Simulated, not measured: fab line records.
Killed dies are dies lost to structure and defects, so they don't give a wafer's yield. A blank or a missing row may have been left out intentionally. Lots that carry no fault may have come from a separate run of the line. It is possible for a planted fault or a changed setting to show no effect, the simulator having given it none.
Matching of chambers :: flow n5-finfet :: ald-metal-03 running N5_BEOL_M2_ALD_84: 4 sister chambers
The step deposits TaN, pulse time 2 s, purge time 3 s, co reactant purge time 2 s. 8 wafers are shown with their chamber, then 12 later ones without.

EACH WAFER AND ITS CHAMBER
wafer: L080.4
chamber: 3
heater-power-w (W): 419

wafer: L083.2
chamber: 0
heater-power-w (W): 353

wafer: L090.1
chamber: 2
heater-power-w (W): 457

wafer: L090.4
chamber: 1
heater-power-w (W): 451

wafer: L090.6
chamber: 0
heater-power-w (W): 358

wafer: L092.2
chamber: 2
heater-power-w (W): 449

wafer: L092.3
chamber: 1
heater-power-w (W): 465

wafer: L092.5
chamber: 3
heater-power-w (W): 408

WAFERS WHOSE CHAMBER IS MISSING
wafer: L093.2
heater-power-w (W): 359

wafer: L093.4
heater-power-w (W): 455

wafer: L093.6
heater-power-w (W): 453

wafer: L095.1
heater-power-w (W): 454

wafer: L095.3
heater-power-w (W): 449

wafer: L095.4
heater-power-w (W): 427

wafer: L097.1
heater-power-w (W): 366

wafer: L097.2
heater-power-w (W): 418

wafer: L097.3
heater-power-w (W): 450

wafer: L097.4
heater-power-w (W): 451

wafer: L097.5
heater-power-w (W): 412

wafer: L097.6
heater-power-w (W): 453

EACH ONE'S CHAMBER
wafer: L093.2
from the rows above: 0
in truth: 0

wafer: L093.4
from the rows above: can't be placed: 2 or 1
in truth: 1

wafer: L093.6
from the rows above: can't be placed: 2 or 1
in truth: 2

wafer: L095.1
from the rows above: can't be placed: 2 or 1
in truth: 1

wafer: L095.3
from the rows above: can't be placed: 2 or 1
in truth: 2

wafer: L095.4
from the rows above: can't be placed: 3 or 2
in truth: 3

wafer: L097.1
from the rows above: 0
in truth: 0

wafer: L097.2
from the rows above: 3
in truth: 3

wafer: L097.3
from the rows above: can't be placed: 2 or 1
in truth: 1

wafer: L097.4
from the rows above: can't be placed: 2 or 1
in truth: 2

wafer: L097.5
from the rows above: 3
in truth: 3

wafer: L097.6
from the rows above: can't be placed: 2 or 1
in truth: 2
Placed correctly: 4 of 12. Cannot be placed on the basis of these rows: 8; the candidates contain the true chamber in 8. 0 placed wrongly.
How it was worked out, from the rows above alone: a wafer's distance from a chamber is the root of the sum, over the readings, of the square of ((its reading less the chamber's mean) divided by the reading's scatter). The wafer belongs to the nearest chamber; if the next one is less than 2 further off, it can't be placed. Each chamber's mean is taken over the wafers shown for it. The scatter is the square root of a quotient: the sum, over the shown wafers, of each reading's squared deviation from its chamber's mean, divided by wafers minus chambers.
